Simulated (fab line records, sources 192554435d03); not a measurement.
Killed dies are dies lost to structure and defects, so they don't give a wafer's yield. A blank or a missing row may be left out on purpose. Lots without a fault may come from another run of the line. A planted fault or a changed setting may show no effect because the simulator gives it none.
fab line records | flow n5_finfet | part 1 of 2: steps 1 to 13 of 24
record lots=5 wafers=15 last_day=18
route steps=1938 shown BEOL_M4@1058
lots that met no fault: from a run of the same line without faults
start_h: hours from the record's first day to the start of the lot's first wafer shown | wait_h: hours since the lot's step before | " the same as in the row above | L1.1+2: a row that stands for several wafers | - no value, or no start given | * or withheld: withheld | < > ~ a bound
route shown NAME@n: a module of which the file shows steps, and the number in the route of the first | usual: mean/standard deviation of fault-free wafers | same: alike in all rows | chamber/n: place in a boat | sites: the reading at each site | _std_site: their standard deviation | _edge_site: outer sites' mean less inner sites' | radius_mm: how far each site lies from the wafer's centre | mask NAME#n: copy n | behind: the tool/chamber that last shaped the wafer | hold: why the lot was held/for how many hours/how that ended | device: the transistor (n, p or np) that didn't switch | end of line: the same wafers' tests at the end of the route | a step without rows: its recipe alone | killed: dies lost to structure and defects at the first sort, not the wafer's yield | map: a wafer's dies, x killed, . not, _ none there
set.NAME: the setting as run; set.NAME@STEP: as run at that earlier step | model.NAME: the simulator's own value behind a step, which no gauge read
lots at some steps of the route; a table a step, a row a wafer
services: from which hour (start_h, from the record's first day; less than 0 if before it) a tool's chamber was out of use, for how many hours, and why
## steps
# step N5_BEOL_M4_INSPECT_30
# recipe mode=adi inspect_instrument=brightfield
# usual raw_defect_count=399/110
# columns lot.wafer tool chamber start_h wait_h raw_defect_count
L077.1 defect_inspect-02 - 188.93 0.1 427
L077.4 " - " " 384
L077.6 " - " " 521
L082.4 defect_inspect-02 - 208.94 0.0 465
L082.5 " - " " 307
L082.6 " - " " 408
L085.1 defect_inspect-02 - 221.30 0.1 639
L085.2 " - " " 572
L085.3 " - " " 678
L095.2 defect_inspect-01 - 303.83 0.0 350
L095.4 " - " " 357
L095.6 " - " " 324
L097.3 defect_inspect-01 - 307.15 0.0 357
L097.5 " - " " 347
L097.6 " - " " 393
# step N5_BEOL_M4_DESCUM_33
# recipe chemistry=O2 time_s=7 source_power_w=50 bias_power_w=20 pressure_mtorr=20 rf_frequency_hz=2.712e+07 temp_c=40 resist=CAR-EUV o2_flow_sccm=225
# usual chamber_pressure_mTorr=20.002/0.019 drypump_motor_current_A=5.7/0.57 oes_product_au=0.81/0.082 rf_vpp_V=243.2/1.4 showerhead_plenum_p_Torr=2.11/0.072 throttle_valve_pct=20.37/0.2
# columns lot.wafer tool chamber start_h wait_h chamber_pressure_mTorr drypump_motor_current_A oes_product_au rf_hours_counter_h rf_vpp_V showerhead_plenum_p_Torr throttle_valve_pct
L077.1 rie_diel-05 1 188.97 0.0 19.972 5.4 0.67 246 242.2 2.09 20.66
L077.4 " 2 " " 20.003 6.4 0.88 35 244.5 2.21 20.26
L077.6 " 1 " " 19.993 5.4 0.68 - 242.4 2.09 20.66
L082.4 rie_diel-02 1 209.62 0.7 19.998 5.3 0.74 183 241.3 2.09 20.35
L082.5 " 1 " " 20.017 5.3 0.74 - 242.4 2.09 20.36
L082.6 " 2 " " 20.016 4.7 0.77 - 244.1 2.19 20.13
L085.1 rie_diel-02 0 221.34 0.0 20.029 5.5 0.75 147 242.8 2.07 20.15
L085.2 " 1 " " 20.006 5.3 0.73 188 242.9 2.09 20.35
L085.3 " 2 " " 19.998 4.7 0.77 136 243.5 2.19 20.15
L095.2 rie_diel-05 1 303.86 0.0 19.983 5.4 0.93 25 241.5 2.08 20.36
L095.4 " 0 " " 19.977 5.4 0.75 150 241.4 2.01 20.32
L095.6 " 3 " " 19.964 5.7 0.84 - 241.9 2.04 20.66
L097.3 rie_diel-05 3 307.19 0.0 19.996 5.7 0.84 56 242.1 2.04 20.66
L097.5 " 3 " " 20.040 5.8 0.84 - 243.0 2.04 20.66
L097.6 " 2 " " 20.021 6.5 0.82 - 243.8 2.20 20.31
# step N5_BEOL_M4_ETCH_77
# recipe chemistry=N2/H2 target=underlayer target_depth_a=65 mask_material=CAR-EUV time_s=5.2 ion_energy_ev=200 pressure_mtorr=30 source_w=840 bias_w=150 n2_flow_sccm=200 h2_flow_sccm=200 ends=cleared
# usual chamber_pressure_mTorr=30.00/0.039 drypump_motor_current_A=5.7/0.57 etch_rf_on_time_s=5.25/0.15 oes_product_au=0.69/0.067 rf_vpp_V=524.1/2.7 showerhead_plenum_p_Torr=2.55/0.079 throttle_valve_pct=17.74/0.27
# columns lot.wafer tool chamber start_h wait_h chamber_pressure_mTorr drypump_motor_current_A etch_rf_on_time_s oes_product_au rf_hours_counter_h rf_vpp_V showerhead_plenum_p_Torr throttle_valve_pct
L077.1 rie_diel-05 1 189.00 0.0 30.06 5.4 5.37 0.58 246 524.8 2.49 17.92
L077.4 " 2 " " 29.99 6.5 5.49 0.74 35 528.3 2.70 17.72
L077.6 " 1 " " 30.08 5.4 5.37 0.56 - 522.2 2.49 17.89
L082.4 rie_diel-02 1 209.66 0.0 30.06 5.3 5.20 0.63 183 523.9 2.53 17.76
L082.5 " 1 " " 29.98 5.3 5.17 0.63 - 522.2 2.53 17.72
L082.6 " 2 " " 30.05 4.7 5.33 0.66 - 528.6 2.64 17.35
L085.1 rie_diel-02 0 221.37 0.0 29.93 5.6 5.06 0.67 147 521.5 2.56 17.85
L085.2 " 1 " " 29.97 5.3 5.33 0.63 188 523.5 2.53 17.77
L085.3 " 2 " " 29.97 4.7 5.33 0.65 136 525.3 2.63 17.35
L095.2 rie_diel-05 1 303.90 0.0 29.99 5.4 5.02 0.78 25 522.4 2.48 17.58
L095.4 " 0 " " 29.95 5.5 5.30 0.64 150 520.7 2.46 17.97
L095.6 " 3 " " 30.01 5.7 5.30 0.72 - 521.0 2.48 18.05
L097.3 rie_diel-05 3 307.22 0.0 29.96 5.7 5.39 0.72 56 522.6 2.48 18.07
L097.5 " 3 " " 30.06 5.6 5.40 0.70 - 521.4 2.48 18.08
L097.6 " 2 " " 30.04 6.5 5.48 0.68 - 527.6 2.68 17.81
# step N5_BEOL_M4_ETCH_69
# recipe chemistry=CF4 target=SiARC target_depth_a=156 mask_material=CAR-EUV time_s=26 ion_energy_ev=80 pressure_mtorr=40 source_w=545 bias_w=36 Ar_flow_sccm=100 cf4_flow_sccm=100 ends=cleared
# usual cf4_flow_sccm=100.03/0.29 chamber_pressure_mTorr=40.00/0.037 drypump_motor_current_A=5.7/0.57 etch_rf_on_time_s=26.2/0.8 oes_product_au=0.69/0.065 rf_vpp_V=184.2/1.1 showerhead_plenum_p_Torr=2.15/0.069 throttle_valve_pct=15.52/0.2
# columns lot.wafer tool chamber start_h wait_h cf4_flow_sccm chamber_pressure_mTorr drypump_motor_current_A etch_rf_on_time_s oes_product_au rf_hours_counter_h rf_vpp_V showerhead_plenum_p_Torr throttle_valve_pct
L077.1 rie_diel-05 1 189.02 0.0 100.30 40.00 5.4 26.2 0.58 246 183.6 2.12 15.69
L077.4 " 2 " " 100.32 39.99 6.5 27.3 0.73 35 185.2 2.28 15.46
L077.6 " 1 " " 99.89 39.99 5.4 26.4 0.58 - 183.3 2.12 15.70
L082.4 rie_diel-02 1 209.67 0.0 100.22 39.97 5.3 26.1 0.63 183 182.9 2.16 15.71
L082.5 " 1 " " 100.09 40.01 5.3 25.7 0.64 - 184.2 2.16 15.71
L082.6 " 2 " " 100.28 39.97 4.7 26.6 0.66 - 185.4 2.22 15.33
L085.1 rie_diel-02 0 221.39 0.0 99.58 39.97 5.5 25.2 0.67 147 184.5 2.14 15.52
L085.2 " 1 " " 99.76 39.90 5.3 26.1 0.63 188 183.2 2.16 15.71
L085.3 " 2 " " 101.03 39.95 4.7 26.6 0.66 136 185.3 2.22 15.34
L095.2 rie_diel-05 1 303.92 0.0 100.02 40.05 5.4 25.2 0.79 25 182.4 2.11 15.29
L095.4 " 0 " " 100.48 40.07 5.4 27.1 0.64 150 182.9 2.06 15.55
L095.6 " 3 " " 100.11 39.92 5.6 27.5 0.71 - 183.2 2.08 15.61
L097.3 rie_diel-05 3 307.24 0.0 99.79 40.02 5.8 27.1 0.71 56 183.2 2.08 15.62
L097.5 " 3 " " 100.07 39.96 5.8 27.2 0.72 - 182.8 2.08 15.60
L097.6 " 2 " " 100.35 39.98 6.5 26.8 0.70 - 185.6 2.27 15.54
# step N5_BEOL_M4_ALD_98
# recipe material=SiO2 target_thk_a=25 temp_c=100 ald_precursor_family=BDEAS ald_co_reactant=O2-plasma pulse_time_s=1 co_reactant_pulse_time_s=1 purge_time_s=2 co_reactant_purge_time_s=2 ald_cycles=17 pressure_torr=2
# usual heater_power_w=79/5.2 precursor_pulse_height_rel=1.001/0.021
# same co_reactant_purge_time_s=2
# columns lot.wafer tool chamber start_h wait_h heater_power_w precursor_pulse_height_rel since_wet_clean_h
L077.1 ald_sin-04 2 189.37 0.3 73 0.994 173
L077.4 " 0 " " 75 1.014 173
L077.6 " 1 " " 77 1.008 -
L082.4 ald_sin-04 3 209.80 0.1 86 0.994 193
L082.5 " 2 " " 72 0.982 -
L082.6 " 1 " " 79 0.979 -
L085.1 ald_sin-04 1 221.47 0.1 78 1.022 205
L085.2 " 2 " " 72 1.014 205
L085.3 " 3 " " 84 1.002 205
L095.2 ald_sin-01 3 304.35 0.4 86 1.013 22
L095.4 " 1 " " 76 1.048 22
L095.6 " 0 " " 86 0.980 -
L097.3 ald_sin-01 3 307.44 0.2 85 0.988 25
L097.5 " 0 " " 85 1.021 -
L097.6 " 3 " " 85 0.995 -
# step N5_BEOL_M4_ETCHBACK_99
# recipe chemistry=CHF3 target=SiO2 target_depth_a=50 time_s=10.4 source_w=215 bias_w=47 Ar_flow_sccm=200 CHF3_flow_sccm=12 ion_energy_ev=100 pressure_mtorr=30
# usual chamber_pressure_mTorr=30.002/0.028 drypump_motor_current_A=5.5/0.58 oes_ar_750_au=0.78/0.069 oes_product_au=0.77/0.077 rf_vpp_V=239/5.7 showerhead_plenum_p_Torr=2.16/0.06 throttle_valve_pct=16.99/0.2
# columns lot.wafer tool chamber start_h wait_h chamber_pressure_mTorr drypump_motor_current_A oes_ar_750_au oes_product_au rf_hours_counter_h rf_vpp_V showerhead_plenum_p_Torr throttle_valve_pct
L077.1 rie_diel-06 0 200.38 11.0 29.964 4.8 0.83 0.86 57 245 2.07 16.72
L077.4 " 2 " " 29.977 6.4 0.88 0.90 34 247 2.27 16.79
L077.6 " 1 " " 30.041 5.6 0.69 0.67 - 231 2.22 17.57
L082.4 rie_diel-06 3 225.36 15.5 29.991 5.7 0.93 0.92 - 239 2.10 16.57
L082.5 " 0 " " 29.990 4.8 0.82 0.84 - 246 2.06 16.76
L082.6 " 2 " " 30.019 6.4 0.86 0.88 - 248 2.27 16.81
L085.1 rie_diel-06 1 229.88 8.4 30.004 5.5 0.98 0.97 0 228 2.21 17.00
L085.2 " 2 " " 29.966 6.4 0.86 0.87 48 248 2.27 16.83
L085.3 " 3 " " 29.965 5.7 0.92 0.92 15 239 2.10 16.56
L095.2 rie_diel-02 0 304.87 0.5 29.987 5.5 0.76 0.76 177 237 2.14 17.03
L095.4 " 1 " " 30.016 5.3 0.71 0.71 - 245 2.15 17.16
L095.6 " 2 " " 29.991 4.7 0.74 0.74 - 242 2.23 16.84
L097.3 rie_diel-02 1 308.07 0.6 30.016 5.3 0.71 0.72 218 247 2.15 17.18
L097.5 " 0 " " 30.007 5.5 0.77 0.76 - 237 2.14 17.02
L097.6 " 2 " " 29.946 4.7 0.75 0.74 - 243 2.23 16.84
# step N5_BEOL_M4_ETCH_70
# recipe chemistry=N2/H2 target=SOC target_depth_a=800 overetch_a=240 mask_material=SiARC temp_c=40 time_s=130 ion_energy_ev=200 pressure_mtorr=30 source_w=840 bias_w=150 n2_flow_sccm=200 h2_flow_sccm=200
# usual chamber_pressure_mTorr=30.005/0.029 drypump_motor_current_A=5.6/0.58 oes_product_au=0.57/0.055 rf_vpp_V=524.1/2 showerhead_plenum_p_Torr=2.55/0.062 throttle_valve_pct=17.71/0.25
# columns lot.wafer tool chamber start_h wait_h chamber_pressure_mTorr drypump_motor_current_A oes_product_au rf_hours_counter_h rf_vpp_V showerhead_plenum_p_Torr throttle_valve_pct
L077.1 rie_diel-06 0 200.42 0.0 30.006 4.8 0.63 57 521.7 2.50 17.94
L077.4 " 2 " " 29.989 6.4 0.65 34 528.1 2.70 17.48
L077.6 " 1 " " 29.982 5.6 0.50 - 526.1 2.58 17.97
L082.4 rie_diel-06 3 225.42 0.0 29.995 5.7 0.69 - 522.7 2.47 17.17
L082.5 " 0 " " 30.070 4.8 0.62 - 522.2 2.50 17.93
L082.6 " 2 " " 29.967 6.4 0.64 - 528.5 2.69 17.49
L085.1 rie_diel-06 1 229.92 0.0 30.005 5.5 0.72 0 525.9 2.58 17.39
L085.2 " 2 " " 30.019 6.4 0.64 48 527.8 2.69 17.51
L085.3 " 3 " " 29.993 5.7 0.69 15 522.2 2.46 17.18
L095.2 rie_diel-02 0 304.91 0.0 29.989 5.5 0.55 177 523.1 2.55 17.85
L095.4 " 1 " " 29.993 5.3 0.53 - 524.1 2.51 17.76
L095.6 " 2 " " 29.975 4.7 0.55 - 529.2 2.62 17.35
L097.3 rie_diel-02 1 308.11 0.0 30.012 5.3 0.52 218 522.6 2.51 17.76
L097.5 " 0 " " 29.946 5.5 0.54 - 522.9 2.55 17.86
L097.6 " 2 " " 29.980 4.7 0.55 - 527.7 2.62 17.36
# step N5_BEOL_M4_STRIP_71
# recipe chemistry=N2/H2 temp_c=40 n2_flow_sccm=200 h2_flow_sccm=200 rf_frequency_hz=6e+07
# columns lot.wafer tool chamber start_h wait_h
L077.1+4+6 rie_diel-06 0,2,1 200.51 0.0
L082.4+5+6 rie_diel-06 3,0,2 225.47 0.0
L085.1+2+3 rie_diel-06 1,2,3 230.00 0.0
L095.2+4+6 rie_diel-02 0,1,2 304.99 0.0
L097.3+5+6 rie_diel-02 1,0,2 308.20 0.0
# step N5_BEOL_M4_STRIP_78
# recipe chemistry=N2/H2 temp_c=40 n2_flow_sccm=200 h2_flow_sccm=200 rf_frequency_hz=6e+07
# columns lot.wafer tool chamber start_h wait_h
L077.1+4+6 rie_diel-06 0,2,1 200.52 0.0
L082.4+5+6 rie_diel-06 3,0,2 225.48 0.0
L085.1+2+3 rie_diel-06 1,2,3 230.01 0.0
L095.2+4+6 rie_diel-02 0,1,2 305.00 0.0
L097.3+5+6 rie_diel-02 1,0,2 308.21 0.0
# step N5_BEOL_M4_VIA_ETCH_34
# recipe chemistry=C4F6/O2 target_depth_a=694 mask_material=SOC pressure_mtorr=15 ion_energy_ev=250 taper_deg=4 time_s=65.9 source_w=350 bias_w=170 Ar_flow_sccm=300 C4F6_flow_sccm=10 O2_flow_sccm=10
# usual chamber_pressure_mTorr=15.001/0.014 drypump_motor_current_A=5.6/0.58 oes_ar_750_au=0.78/0.069 oes_product_au=0.77/0.078 rf_vpp_V=662/15 showerhead_plenum_p_Torr=2.85/0.076 throttle_valve_pct=30.57/0.26
# columns lot.wafer tool chamber start_h wait_h chamber_pressure_mTorr drypump_motor_current_A oes_ar_750_au oes_product_au rf_hours_counter_h rf_vpp_V showerhead_plenum_p_Torr throttle_valve_pct
L077.1 rie_diel-06 0 200.53 0.0 15.011 4.8 0.83 0.85 58 680 2.74 30.36
L077.4 " 2 " " 14.993 6.4 0.88 0.91 34 684 3.00 30.52
L077.6 " 1 " " 14.983 5.5 0.69 0.67 - 636 2.92 31.41
L082.4 rie_diel-06 3 225.51 0.0 14.962 5.7 0.91 0.93 - 662 2.78 30.07
L082.5 " 0 " " 15.005 4.8 0.82 0.84 - 679 2.73 30.36
L082.6 " 2 " " 15.014 6.4 0.86 0.88 - 683 2.99 30.55
L085.1 rie_diel-06 1 230.02 0.0 14.992 5.5 0.98 0.98 0 636 2.92 30.59
L085.2 " 2 " " 14.985 6.4 0.86 0.89 48 684 2.99 30.55
L085.3 " 3 " " 14.979 5.7 0.91 0.93 16 661 2.78 30.05
L095.2 rie_diel-02 0 305.01 0.0 14.983 5.5 0.76 0.76 177 655 2.82 30.56
L095.4 " 1 " " 15.012 5.3 0.71 0.71 - 678 2.84 30.78
L095.6 " 2 " " 15.015 4.7 0.75 0.75 - 668 2.94 30.16
L097.3 rie_diel-02 1 308.22 0.0 15.013 5.3 0.71 0.71 218 680 2.84 30.78
L097.5 " 0 " " 14.993 5.5 0.77 0.76 - 656 2.82 30.57
L097.6 " 2 " " 15.002 4.7 0.75 0.75 - 668 2.94 30.18
# step N5_BEOL_M4_STRIP_83
# recipe chemistry=C4F6/O2 resist=SiARC rf_frequency_hz=6e+07
# columns lot.wafer tool chamber start_h wait_h
L077.1+4+6 rie_diel-06 0,2,1 200.58 0.0
L082.4+5+6 rie_diel-06 3,0,2 225.54 0.0
L085.1+2+3 rie_diel-06 1,2,3 230.08 0.0
L095.2+4+6 rie_diel-02 0,1,2 305.07 0.0
L097.3+5+6 rie_diel-02 1,0,2 308.27 0.0
# step N5_BEOL_M4_STRIP_36
# recipe chemistry=N2/H2 power_w=450 temp_c=40 pressure_mtorr=20 rf_frequency_hz=6e+07 overash_fraction=0.3 bias_power_w=7 h2_frac=0.5 n2_flow_sccm=200 h2_flow_sccm=200
# usual chamber_pressure_mTorr=20.00/0.04 drypump_motor_current_A=5.6/0.57 oes_product_au=0.77/0.078 rf_vpp_V=59.2/1.6 showerhead_plenum_p_Torr=2.55/0.062 throttle_valve_pct=23.5/0.37
# columns lot.wafer tool chamber start_h wait_h chamber_pressure_mTorr drypump_motor_current_A oes_product_au rf_hours_counter_h rf_vpp_V showerhead_plenum_p_Torr throttle_valve_pct
L077.1 rie_diel-06 0 200.59 0.0 19.96 4.9 0.86 58 57.3 2.50 24.1
L077.4 " 2 " " 19.99 6.4 0.91 34 58.3 2.69 23.2
L077.6 " 1 " " 20.04 5.5 0.68 - 61.1 2.57 23.6
L082.4 rie_diel-06 3 225.56 0.0 20.00 5.7 0.95 - 60.7 2.46 22.8
L082.5 " 0 " " 19.97 4.9 0.84 - 59.1 2.49 24.1
L082.6 " 2 " " 20.00 6.4 0.89 - 59.5 2.69 23.2
L085.1 rie_diel-06 1 230.09 0.0 19.99 5.5 0.98 0 60.4 2.57 22.9
L085.2 " 2 " " 20.00 6.4 0.86 48 61.1 2.69 23.2
L085.3 " 3 " " 19.97 5.7 0.95 16 57.0 2.46 22.8
L095.2 rie_diel-02 0 305.08 0.0 20.01 5.5 0.74 177 59.9 2.55 23.7
L095.4 " 1 " " 19.92 5.3 0.71 - 59.1 2.51 23.4
L095.6 " 2 " " 20.05 4.7 0.75 - 57.6 2.62 22.9
L097.3 rie_diel-02 1 308.28 0.0 19.99 5.3 0.70 218 59.5 2.51 23.5
L097.5 " 0 " " 19.99 5.5 0.73 - 59.0 2.55 23.7
L097.6 " 2 " " 19.97 4.7 0.74 - 60.5 2.62 22.9
# step N5_BEOL_M4_TRENCH_ETCH_37
# recipe chemistry=C4F6/O2 target_depth_a=555.55 target=SiOC time_s=29.2 ion_energy_ev=250 pressure_mtorr=30 source_w=355 bias_w=185 Ar_flow_sccm=300 C4F6_flow_sccm=10 O2_flow_sccm=10
# usual chamber_pressure_mTorr=29.998/0.027 drypump_motor_current_A=5.6/0.58 oes_ar_750_au=0.78/0.069 oes_product_au=0.77/0.077 rf_vpp_V=662/15 showerhead_plenum_p_Torr=2.85/0.076 throttle_valve_pct=20.76/0.2
# columns lot.wafer tool chamber start_h wait_h chamber_pressure_mTorr drypump_motor_current_A oes_ar_750_au oes_product_au rf_hours_counter_h rf_vpp_V showerhead_plenum_p_Torr throttle_valve_pct
L077.1 rie_diel-06 0 - - 29.991 4.9 0.83 0.85 58 680 2.74 20.49
L077.4 " 2 " " 30.027 6.4 0.88 0.90 34 683 3.00 20.59
L077.6 " 1 " " 30.017 5.5 0.69 0.67 - 637 2.93 21.37
L082.4 rie_diel-06 3 - - 30.038 5.7 0.92 0.95 - 661 2.78 20.34
L082.5 " 0 " " 29.951 4.9 0.82 0.84 - 680 2.74 20.51
L082.6 " 2 " " 30.007 6.4 0.87 0.88 - 686 3.00 20.61
L085.1 rie_diel-06 1 - - 30.003 5.5 0.98 0.97 0 635 2.93 20.85
L085.2 " 2 " " 29.970 6.4 0.86 0.87 48 683 3.00 20.60
L085.3 " 3 " " 29.931 5.7 0.91 0.93 16 663 2.78 20.33
L095.2 rie_diel-02 0 - - 30.035 5.5 0.77 0.76 177 654 2.83 20.78
L095.4 " 1 " " 29.978 5.3 0.72 0.71 - 678 2.85 20.94
L095.6 " 2 " " 30.026 4.7 0.75 0.74 - 667 2.94 20.54
L097.3 rie_diel-02 1 - - 30.004 5.3 0.72 0.71 218 678 2.85 20.95
L097.5 " 0 " " 30.002 5.5 0.76 0.75 - 655 2.83 20.77
L097.6 " 2 " " 30.030 4.7 0.75 0.74 - 668 2.94 20.53
